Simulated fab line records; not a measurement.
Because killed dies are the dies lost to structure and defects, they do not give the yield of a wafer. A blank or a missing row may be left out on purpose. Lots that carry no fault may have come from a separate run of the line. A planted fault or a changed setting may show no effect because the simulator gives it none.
Matching of chambers + flow n5_finfet + rie_diel-04 running N5_BEOL_M10_ETCH_65: 4 sister chambers
The step etches SiARC in CF4, target depth 39 nm, time 65 s. 16 wafers are shown with their chamber, then 8 later ones without.

WAFERS WITH THEIR CHAMBER
| wafer  | chamber | showerhead_plenum_p_Torr (Torr) | drypump_motor_current_A (A) | throttle_valve_pct (%) |
|--------|---------|---------------------------------|-----------------------------|------------------------|
| L078.1 | 2       | 2.19                            | 5.6                         | 15.86                  |
| L078.3 | 2       | 2.19                            | 5.6                         | 15.87                  |
| L078.6 | 1       | 2.06                            | 6.2                         | 16.00                  |
| L079.1 | 1       | 2.05                            | 6.2                         | 15.99                  |
| L079.4 | 0       | 2.12                            | 5.8                         | 15.24                  |
| L079.6 | 2       | 2.19                            | 5.6                         | 15.87                  |
| L083.2 | 0       | 2.12                            | 5.8                         | 15.24                  |
| L083.5 | 2       | 2.19                            | 5.6                         | 15.90                  |
| L083.6 | 1       | 2.05                            | 6.2                         | 16.02                  |
| L086.2 | 3       | 2.03                            | 5.5                         | 15.70                  |
| L086.4 | 2       | 2.18                            | 5.6                         | 15.93                  |
| L086.6 | 1       | 2.05                            | 6.1                         | 16.06                  |
| L091.1 | 1       | 2.05                            | 6.1                         | 16.06                  |
| L091.4 | 2       | 2.18                            | 5.6                         | 15.93                  |
| L091.5 | 3       | 2.03                            | 5.5                         | 15.72                  |
| L092.1 | 3       | 2.03                            | 5.5                         | 15.73                  |

SIGNATURES (averages over the wafers above)
| reading                  | chamber 0 | chamber 1 | chamber 2 | chamber 3 | scatter within a chamber |
|--------------------------|-----------|-----------|-----------|-----------|--------------------------|
| showerhead_plenum_p_Torr | 2.1200    | 2.0520    | 2.1867    | 2.0300    | 0.00422                  |
| drypump_motor_current_A  | 5.800     | 6.160     | 5.600     | 5.500     | 0.0316                   |
| throttle_valve_pct       | 15.2400   | 16.0260   | 15.8933   | 15.7167   | 0.0285                   |
Rule: distance of a wafer from a chamber = root of the sum over the readings of ((wafer's reading minus chamber's mean) / reading's scatter) squared. If the next closest chamber is less than 2 further off than the closest, the wafer can't be placed; otherwise it belongs to the closest. The scatter: the root of (the sum of the squares of (reading less its chamber's mean) over the shown wafers, divided by (wafers less chambers)).

WAFERS WITH NO CHAMBER GIVEN
| wafer  | showerhead_plenum_p_Torr (Torr) | drypump_motor_current_A (A) | throttle_valve_pct (%) |
|--------|---------------------------------|-----------------------------|------------------------|
| L092.3 | 2.18                            | 5.6                         | 15.97                  |
| L092.5 | 2.18                            | 5.6                         | 15.95                  |
| L090.1 | 2.18                            | 5.6                         | 15.97                  |
| L090.3 | 2.03                            | 5.5                         | 15.75                  |
| L090.5 | 2.18                            | 5.6                         | 15.99                  |
| L095.2 | 2.02                            | 5.5                         | 15.76                  |
| L095.4 | 2.17                            | 5.6                         | 16.00                  |
| L095.5 | 2.11                            | 5.8                         | 15.30                  |

CHAMBER TAKEN BY EACH
| wafer  | from the rows above | in truth |
|--------|---------------------|----------|
| L092.3 | 2                   | 2        |
| L092.5 | 2                   | 2        |
| L090.1 | 2                   | 2        |
| L090.3 | 3                   | 3        |
| L090.5 | 2                   | 2        |
| L095.2 | 3                   | 3        |
| L095.4 | 2                   | 2        |
| L095.5 | 0                   | 0        |
8 of 8 placed correctly. From these rows, 0 cannot be placed. Wrongly placed: 0.
